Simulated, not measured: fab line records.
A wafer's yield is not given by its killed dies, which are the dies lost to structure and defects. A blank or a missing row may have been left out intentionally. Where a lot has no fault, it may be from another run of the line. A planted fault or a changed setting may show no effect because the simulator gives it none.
Struck lot and sound lot, side by side | flow n5-finfet | 15 out of 1938 route steps
Sound: the wafers L389.3, L389.5, L389.6. Wafers L383.2, L383.3, L383.4 were the ones struck. The cause is named last.
At each step with rows: each side's tool, then ch and its chambers, then its first start. Under that, the readings that differ: sound wafers | struck wafers | difference of the means | sigmas: that difference in standard deviations of wafers without a fault.
alike: readings whose means differ by less than 2 such deviations, and words and numbers that are the same on both sides. not compared: withheld readings, readings that some wafer has no value for, bounds like >300 that may hide the same value, and numbers for which the record gives no deviation and whose values overlap.
The two part at a step that has a row with sigmas, a row that says differs or no value, or rows on one side only. Numbers that have no deviation but don't overlap get no sigmas and don't part them. Lack of a reading on every wafer of one side parts them only where that side has two or more wafers.

first, 8 steps without rows for these wafers: N5_BEOL_M13_COAT_58 (time 60 s, resist thk 89 nm); N5_BEOL_M13_COAT_04 (resist thk 400 nm); N5_BEOL_M13_EBR_06; N5_BEOL_M13_SOFTBAKE_05 (time 60 s); N5_BEOL_M13_EXPOSE_07 (exposes mask V12); N5_BEOL_M13_PEB_08 (peb time 90 s); N5_BEOL_M13_DEVELOP_09 (develop time 45 s); N5_BEOL_M13_HARDBAKE_14 (time 120 s).
N5_BEOL_M13_CD_MEAS_10 targets a cd of 190 nm.
  sound on cd-sem-01 ch 0, day 14 15:38; struck on cd-sem-03 ch 0, day 13 11:58
  alike: cd-nm
N5_BEOL_M13_OVL_MEAS_11:
  sound on overlay-01 ch 0, day 14 15:40; struck on overlay-02 ch 0, day 13 11:59
  alike: V12_OVL
N5_BEOL_M13_INSPECT_12: inspects for defects (macro).
  struck on defect-inspect-02, day 13 12:01; sound on defect-inspect-02, day 14 15:41
  alike: raw-defect-count
N5_BEOL_M13_DESCUM_15: chemistry O2, time 7.9 s.
  sound on rie-diel-04 ch 2,3, day 14 16:13; struck on rie-diel-02 ch 0,2,3, day 13 12:10
  alike: drypump-motor-current-A, oes-product-au, rf-vpp-V, showerhead-plenum-p-Torr, throttle-valve-pct
  not compared: rf-hours-counter-h
N5_BEOL_M13_ETCH_59: etches BARC in N2/H2, target depth 89 nm, overetch 26.7 nm, time 67.9 s.
  sound on rie-diel-04 ch 2,3, day 14 16:14; struck on rie-diel-02 ch 0,2,3, day 13 12:11
  reading                | sound             | struck            | difference | sigmas
  bias-w (W)             | 149.5 149.7 150.1 | 134.9 135.2 135.3 | -14.6      | -36
  rf-vpp-V (V)           | 528.2 528.1 525.4 | 494.9 488.8 490.1 | -36.0      | -16
  throttle-valve-pct (%) | 17.35 17.33 17.40 | 17.57 18.02 18.16 | +0.56      | +2
  alike: drypump-motor-current-A, oes-product-au, showerhead-plenum-p-Torr
  not compared: rf-hours-counter-h
N5_BEOL_M13_VIA_ETCH_16: etches SiOC in C4F8/O2/Ar, target depth 921.7 nm.
  sound on rie-diel-04 ch 2,3, day 14 16:17; struck on rie-diel-02 ch 0,2,3, day 13 12:14
  alike: bias-w, drypump-motor-current-A, oes-product-au, rf-vpp-V, showerhead-plenum-p-Torr, throttle-valve-pct
N5_PASSIVATION_PROBE_49:
  the record holds rows for the sound wafers here (prober-02, day 16 06:32) but none for the struck ones

== WHERE THEY PART ==
Earliest at N5_BEOL_M13_ETCH_59; latest, in this record, at N5_PASSIVATION_PROBE_49.

WHY: whatever the simulator had introduced
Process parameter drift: rie-diel-02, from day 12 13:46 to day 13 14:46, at N5_BEOL_M13_ETCH_59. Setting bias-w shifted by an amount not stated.
